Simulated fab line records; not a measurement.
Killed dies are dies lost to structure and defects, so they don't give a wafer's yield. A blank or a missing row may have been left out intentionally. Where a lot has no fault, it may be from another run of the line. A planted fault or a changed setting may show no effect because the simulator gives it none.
fab line records | flow nand-harc
record lots=12 wafers=36 last-day=24
route steps=1159 shown A_STAIRCASE@688 A_M1@1048 A_BONDPAD@1072 END@1159
lots with no fault: from the same line, run without faults
start-h: the number of hours between the record's first day and the start of the first shown wafer of the lot | wait-h: how many hours have passed since the lot's step before this one | " identical to the entry in the row above | L1.1+2: a single row standing in for several wafers | - no value, or no start given | * or withheld: withheld | < > ~ a bound
route shown NAME@n: NAME is a module with steps in the file, n the number in the route of the first one | usual: mean/standard deviation of fault-free wafers | same: alike in all rows | chamber/n: place in a boat | sites: the reading at each site | _std_site: the values' standard deviation | _edge_site: mean of outer sites minus mean of inner sites | radius-mm: how far each site lies from the wafer's centre | mask NAME#n: copy n | behind: the last tool/chamber to shape the wafer | hold: reason for holding the lot/hours on hold/outcome of the hold | device: whichever transistor did not switch (one of n, p or np) | end of line: the route-end tests of the same wafers | for a step that has no rows: nothing shown but its recipe | killed: the dies lost at the first sort to structure and to defects; this is not the yield of the wafer | map: a wafer's dies, x killed, . not, _ none there
set.NAME: the setting as run; set.NAME@STEP: as run at that earlier step | model.NAME: the simulator's own value behind a step, which no gauge read
a sample of lots followed through the steps of the route, with each step as a table and each wafer as a row
services: when a tool's chamber went out of use (start-h, in hours from the record's first day, below 0 if earlier), for how many hours, and the reason
## steps
# step NHARC_A_STAIRCASE_ETCH_313
# recipe cf4-flow-sccm=100 chf3-flow-sccm=30 ar-flow-sccm=0 rf-w=500 bias-w=200 chemistry=CF4/CHF3
# usual drypump-motor-current-A=5.8/0.49 oes-product-au=0.936/0.026 rf-vpp-V=370.8/2.8 showerhead-plenum-p-Torr=1.58/0.083 throttle-valve-pct=16.803/0.0092
# columns lot.wafer tool chamber start-h wait-h drypump-motor-current-A oes-product-au rf-hours-counter-h rf-vpp-V showerhead-plenum-p-Torr throttle-valve-pct
L632.3 rie-diel-11 2 269.80 0.1 6.1 0.895 30 373.3 1.69 16.817
L632.2 " 0 " " 5.8 0.914 28 367.2 1.50 16.808
L632.5 " 3 " " 6.6 0.912 - 367.9 1.48 16.811
L641.1 rie-diel-11 2 315.13 0.1 6.1 0.935 48 373.9 1.69 16.790
L641.2 " 0 " " 5.7 0.875 45 368.1 1.50 16.797
L641.6 " 1 " " 5.7 0.976 - 373.9 1.67 16.802
L644.4 rie-diel-05 2 331.63 0.1 6.2 0.906 62 368.4 1.50 16.806
L644.2 " 3 " " 6.5 0.929 57 367.7 1.47 16.788
L644.5 " 1 " " 5.7 0.923 - 369.3 1.55 16.812
L643.1 rie-diel-12 0 333.54 0.1 6.1 0.938 37 373.4 1.63 16.800
L643.4 " 1 " " 5.9 0.956 38 374.7 1.69 16.788
L643.6 " 2 " " 5.4 0.958 - 368.7 1.49 16.788
L645.3 rie-diel-05 0 352.33 0.1 4.8 0.964 1 370.5 1.55 16.803
L645.2 " 2 " " 6.1 0.956 0 367.8 1.50 16.807
L645.6 " 0 " " 4.8 0.960 - 370.1 1.55 16.806
L647.3 rie-diel-05 1 353.52 0.1 5.7 0.988 1 370.0 1.55 16.815
L647.1 " 3 " " 6.5 0.983 1 374.6 1.70 16.805
L647.6 " 1 " " 5.7 0.998 - 367.5 1.55 16.805
L646.1 rie-diel-05 0 357.86 0.1 4.8 0.983 2 369.7 1.55 16.803
L646.2 " 1 " " 5.7 0.980 2 369.3 1.55 16.801
L646.5 " 1 " " 5.7 0.988 - 369.4 1.55 16.802
L648.4 rie-diel-12 0 359.55 0.1 6.1 0.909 49 372.3 1.63 16.796
L648.1 " 2 " " 5.3 0.917 52 367.7 1.49 16.807
L648.6 " 1 " " 6.0 0.916 - 373.3 1.69 16.802
L649.4 rie-diel-05 2 370.97 0.1 6.1 0.909 6 369.0 1.50 16.813
L649.1 " 3 " " 6.5 0.922 6 372.3 1.70 16.789
L649.3 " 0 " " 4.8 0.940 6 368.9 1.55 16.797
L653.4 rie-diel-11 3 386.57 0.1 6.6 0.959 3 368.1 1.47 16.806
L653.2 " 0 " " 5.8 0.925 3 368.8 1.49 16.795
L653.5 " 2 " " 6.1 0.954 - 374.1 1.68 16.803
L651.4 rie-diel-05 0 390.85 0.1 4.7 0.930 13 370.7 1.55 16.801
L651.1 " 1 " " 5.7 0.941 15 369.5 1.54 16.809
L651.6 " 3 " " 6.5 0.929 - 373.9 1.70 16.796
L654.4 rie-diel-05 3 392.05 0.1 6.5 0.928 15 375.4 1.70 16.802
L654.2 " 0 " " 4.8 0.931 13 370.9 1.55 16.803
L654.6 " 2 " " 6.1 0.896 - 367.4 1.49 16.797
# step NHARC_A_M1_PVD_20
# recipe target-thk-a=50 bias-v=168.6 power-w=15000 chamber-pressure-pa=0.12 time-s=8.06 substrate-temp-c=50 material=TaN
# usual bias-v=168.5/1.6 chamber-pressure-pa=0.11999/0.00021 substrate-temp-c=50.00/0.12 throttle-valve-pct=30.0/1.2
# columns lot.wafer tool chamber start-h wait-h bias-v chamber-pressure-pa substrate-temp-c throttle-valve-pct
L632.3 pvd-sputter-02 - - - 167.0 0.12013 50.00 32.1
L632.2 " - " " 172.1 0.12018 50.13 28.6
L632.5 " - " " 168.9 0.11999 50.08 30.1
L641.1 pvd-sputter-03 - - - 168.0 0.11963 50.06 30.4
L641.6 " - " " 168.6 0.11982 50.05 27.3
L644.2 pvd-sputter-01 - - - 167.3 0.12016 49.95 31.2
L644.4 " - " " 170.2 0.11982 49.90 29.0
L644.5 " - " " 169.2 0.12008 50.10 31.0
L643.1 pvd-sputter-02 - - - 165.7 0.11986 49.89 29.8
L643.4 " - " " 165.7 0.12014 49.78 32.1
L643.6 " - " " 164.7 0.11996 49.83 29.8
L647.3 pvd-sputter-02 - - - 170.2 0.11944 49.81 31.3
L647.1 " - " " 169.9 0.11999 49.93 28.8
L647.6 " - " " 171.4 0.11959 49.92 31.9
L645.3 pvd-sputter-03 - - - 169.0 0.12016 50.22 28.7
L645.2 " - " " 174.9 0.12016 50.06 29.1
L645.6 " - " " 167.1 0.12039 49.91 29.7
L646.1 pvd-sputter-03 - - - 169.0 0.12005 50.12 29.4
L646.2 " - " " 167.2 0.11996 50.12 30.0
L646.5 " - " " 169.2 0.12001 50.05 30.1
L648.1 pvd-sputter-03 - - - 167.4 0.12013 49.97 28.8
L648.4 " - " " 167.0 0.12002 49.94 29.8
L648.6 " - " " 164.6 0.11963 50.00 29.9
L649.3 pvd-sputter-02 - - - 169.8 0.11947 49.99 30.0
L649.4 " - " " 165.4 0.11991 50.10 31.9
L649.1 " - " " 169.4 0.12004 49.93 28.8
L651.1 pvd-sputter-02 - - - 171.9 0.12017 50.18 28.5
L651.4 " - " " 167.3 0.12029 49.83 31.3
L651.6 " - " " 166.8 0.11991 50.00 30.1
L653.4 pvd-sputter-01 - - - 168.5 0.11988 50.07 31.3
L653.2 " - " " 165.3 0.11996 49.90 31.6
L653.5 " - " " 168.9 0.12034 49.82 30.3
L654.2 pvd-sputter-03 - - - 166.6 0.12004 49.79 28.4
L654.4 " - " " 166.8 0.12031 49.94 29.9
L654.6 " - " " 169.4 0.1202 49.98 29.8
# step NHARC_A_BONDPAD_CD_MEAS_09
# recipe target-cd-nm=500 landing-energy-ev=500
# usual cd-nm=499.5/2.7
# columns lot.wafer tool chamber start-h wait-h cd-nm
L632.2 cd-sem-02 0 426.30 - 501.3
L632.3 " 0 " " 498.4
L632.5 " 0 " " 505.2
L641.1 cd-sem-01 0 460.32 - 497.5
L641.6 " 0 " " 499.0
L644.2 cd-sem-02 0 475.60 - 500.5
L644.4 " 0 " " 500.3
L644.5 " 0 " " 498.7
L643.1 cd-sem-01 0 478.78 - 501.6
L643.4 " 0 " " 498.2
L643.6 " 0 " " 498.9
L647.1 cd-sem-03 0 495.52 - 497.9
L647.3 " 0 " " 505.3
L647.6 " 0 " " 502.9
L645.2 cd-sem-02 0 505.77 - 503.8
L645.3 " 0 " " 500.3
L645.6 " 0 " " 499.3
L646.1 cd-sem-03 0 512.69 - 502.6
L646.2 " 0 " " 498.9
L646.5 " 0 " " 500.5
L648.1 cd-sem-03 0 516.77 - 503.3
L648.4 " 0 " " 504.4
L648.6 " 0 " " 504.1
L649.1 cd-sem-03 0 518.72 - 498.3
L649.3 " 0 " " 496.3
L649.4 " 0 " " 496.0
L651.1 cd-sem-01 0 527.12 - 497.6
L651.4 " 0 " " 499.9
L651.6 " 0 " " 497.5
L653.2 cd-sem-03 0 527.99 - 496.8
L653.4 " 0 " " 499.7
L653.5 " 0 " " 498.6
L654.2 cd-sem-01 0 529.42 - 502.1
L654.4 " 0 " " 502.0
L654.6 " 0 " " 503.7
# step NHARC_A_BONDPAD_ETCH_34
# recipe target-depth-a=600 overetch-a=180 time-s=65.91 ion-energy-ev=200 n2-flow-sccm=150 h2-flow-sccm=150 ar-flow-sccm=0 rf-w=400 bias-w=150 chemistry=N2/H2
# usual drypump-motor-current-A=5.8/0.4 h2-flow-sccm=149.9/0.47 oes-product-au=0.998/0.01 rf-vpp-V=430.1/2.7 showerhead-plenum-p-Torr=2.03/0.096 throttle-valve-pct=14.171/0.0092
# columns lot.wafer tool chamber start-h wait-h drypump-motor-current-A h2-flow-sccm oes-product-au rf-hours-counter-h rf-vpp-V showerhead-plenum-p-Torr throttle-valve-pct
L632.3 rie-diel-01 2 426.61 0.1 5.4 150.7 0.989 3 427.4 1.99 14.170
L632.2 " 3 " " 6.2 149.7 0.997 3 428.1 1.92 14.184
L632.5 " 0 " " 6.0 149.7 1.006 - 433.6 2.18 14.152
L641.1 rie-diel-01 1 460.64 0.1 5.4 149.9 0.987 5 432.4 2.07 14.171
L641.6 " 1 " " 5.4 149.4 0.989 - 431.7 2.07 14.176
L644.4 rie-diel-01 0 475.91 0.1 6.0 151.4 0.993 6 436.4 2.18 14.178
L644.2 " 1 " " 5.4 149.6 0.992 6 431.8 2.07 14.171
L644.5 " 3 " " 6.2 149.3 1.000 - 427.7 1.92 14.186
L643.4 rie-diel-01 1 479.09 0.1 5.4 150.0 0.990 6 431.4 2.07 14.173
L643.1 " 3 " " 6.2 149.6 1.005 6 424.4 1.92 14.166
L643.6 " 0 " " 6.0 150.3 0.984 - 434.0 2.18 14.186
L647.1 rie-diel-03 2 495.83 0.1 5.6 149.7 0.994 17 431.6 2.14 14.164
L647.3 " 3 " " 6.6 149.6 1.003 15 429.6 1.97 14.161
L647.6 " 1 " " 6.0 149.6 0.997 - 425.4 1.89 14.175
L645.3 rie-diel-12 2 506.08 0.1 5.3 150.1 1.009 40 426.2 1.90 14.165
L645.2 " 0 " " 6.1 149.6 1.006 37 433.6 2.10 14.174
L645.6 " 2 " " 5.3 149.7 1.002 - 426.2 1.90 14.177
L646.1 rie-diel-03 2 513.00 0.1 5.6 149.6 0.992 20 432.4 2.14 14.168
L646.2 " 3 " " 6.6 149.8 1.003 18 429.3 1.97 14.185
L646.5 " 1 " " 6.0 150.2 0.993 - 427.1 1.89 14.169
L648.1 rie-diel-01 2 517.07 0.1 5.4 150.7 0.993 1 429.0 1.99 14.162
L648.4 " 0 " " 6.0 150.0 1.016 1 435.0 2.18 14.160
L648.6 " 2 " " 5.4 150.7 0.991 - 428.9 1.99 14.183
L649.3 rie-diel-01 2 519.03 0.1 5.4 150.1 0.994 1 427.6 1.99 14.178
L649.1 " 3 " " 6.2 150.4 0.993 1 427.5 1.92 14.161
L649.4 " 1 " " 5.4 149.8 1.013 1 433.0 2.07 14.179
L651.1 rie-diel-03 3 527.42 0.1 6.7 149.8 0.998 20 428.2 1.97 14.177
L651.4 " 0 " " 5.9 149.0 1.014 24 430.1 2.01 14.173
L651.6 " 2 " " 5.6 149.4 0.998 - 431.9 2.14 14.169
L653.2 rie-diel-01 3 528.28 0.1 6.2 149.9 0.994 1 427.1 1.92 14.178
L653.4 " 1 " " 5.4 150.0 1.013 1 432.4 2.07 14.161
L653.5 " 0 " " 6.0 150.5 1.019 - 434.7 2.18 14.178
L654.2 rie-diel-01 3 529.72 0.1 6.2 150.2 0.987 2 428.5 1.92 14.185
L654.4 " 0 " " 6.0 149.6 1.019 2 434.0 2.18 14.181
L654.6 " 2 " " 5.4 150.2 0.989 - 429.6 1.99 14.174
# step NHARC_END_SORT_01
# recipe temp-c=25
# usual killed-at-array=25/10 killed-at-other=0.6/0.91 killed-at-periphery=3.6/2.9 killed-dies=29/10 killed-open=3.3/2 killed-short=1.9/1.5
# same gross-dies=677
# columns lot.wafer tool chamber start-h wait-h killed-at-array killed-at-other killed-at-periphery killed-dies killed-open killed-short
L641.1 prober-01 0 499.48 2.5 26 1 4 31 4 2
L641.2 prober-01 0 500.28 2.8 665 4 8 677 4 1
L641.6 prober-01 0 503.50 4.0 17 2 4 23 1 1
# killed by level:class
L641.1 A_SLIT:chamber-film-flake=9 A_CHANNEL_HOLE_D1:chamber-film-flake=6 A_BLC:geometric-particle:open=3 A_STAIRCASE:chamber-film-flake=3 A_CONTACT:chamber-film-flake=3 P_M1:geometric-particle:open=1 P_M1:geometric-particle:short=1 A_ONON_D1:geometric-particle:short=1
L641.2 A_STAIRCASE:area-etch=642 A_SLIT:chamber-film-flake=10 P_ZERO_WELL:chamber-film-flake=4 A_CHANNEL_HOLE_D1:chamber-film-flake=3 A_STAIRCASE:chamber-film-flake=3 A_CONTACT:chamber-film-flake=3 THIN_TSV:chamber-film-flake=3 P_GATE:chamber-film-flake=2
L641.6 A_SLIT:chamber-film-flake=11 A_STAIRCASE:chamber-film-flake=4 P_GATE:chamber-film-flake=2 A_CHANNEL_HOLE_D1:chamber-film-flake=2 THIN_TSV:chamber-film-flake=2 P_M0:geometric-particle:open=1 P_M0:geometric-particle:short=1
## services
# columns tool chamber start-h hours kind
rie-diel-11 0 259.02 6.5 repair
pvd-sputter-03 - 280.08 10.0 pm
pvd-sputter-02 - 288.64 7.3 repair
rie-diel-01 2 312.75 2.8 repair
rie-diel-01 - 314.80 9.0 pm
pvd-sputter-02 - 338.36 14.5 repair
rie-diel-05 - 340.65 9.0 pm
rie-diel-01 0 365.87 1.3 repair
rie-diel-01 1 366.16 5.9 repair
rie-diel-11 - 366.55 9.0 pm
pvd-sputter-02 - 370.20 12.2 repair
rie-diel-05 0 372.58 1.2 repair
rie-diel-12 - 379.53 9.0 pm
rie-diel-11 1 383.84 2.7 repair
pvd-sputter-03 - 387.14 4.8 repair
pvd-sputter-02 - 392.00 10.0 pm
rie-diel-03 - 392.30 9.0 pm
rie-diel-12 0 411.76 5.7 repair
pvd-sputter-02 - 428.71 2.8 repair
pvd-sputter-03 - 458.08 10.0 pm
rie-diel-11 2 465.19 1.2 repair
rie-diel-01 - 491.80 9.0 pm
rie-diel-05 - 517.77 9.0 pm
pvd-sputter-02 - 529.72 0.5 repair
## key
first-sign step=NHARC_END_SORT_01 reading=killed-dies direction=up sigmas=63 usual=29 struck=677
effect step=NHARC_END_SORT_01 reading=killed-at-array direction=up sigmas=61 usual=25 struck=665
more-kills-born-at NHARC_A_STAIRCASE_ETCH_313@rie-diel-11=642
met-at NHARC_A_STAIRCASE_ETCH_313
struck-lots L641
struck-wafers L641.2
later-rows-left-out L641.2
tester-left-out L641
not-acting-at NHARC_A_M1_PVD_20,NHARC_A_BONDPAD_CD_MEAS_09,NHARC_A_BONDPAD_ETCH_34
onset-between 269.80 315.13
fault kind=process-parameter-drift tool=rie-diel-11 chamber=0 onset-h=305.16 steps=NHARC_A_STAIRCASE_ETCH_313 channel=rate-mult offset=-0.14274 shape=step end-h=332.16
# tester-left-out: of these lots the tester's yield and bins aren't shown, on N5 and GAA mostly nor the transistor test; their killed dies are dies lost to structure and defects alone, not to doping, threshold or leakage, so they don't give the yield
# later-rows-left-out: the simulator's readings of these wafers behind a module that went badly wrong aren't trusted and aren't shown, but for the sort
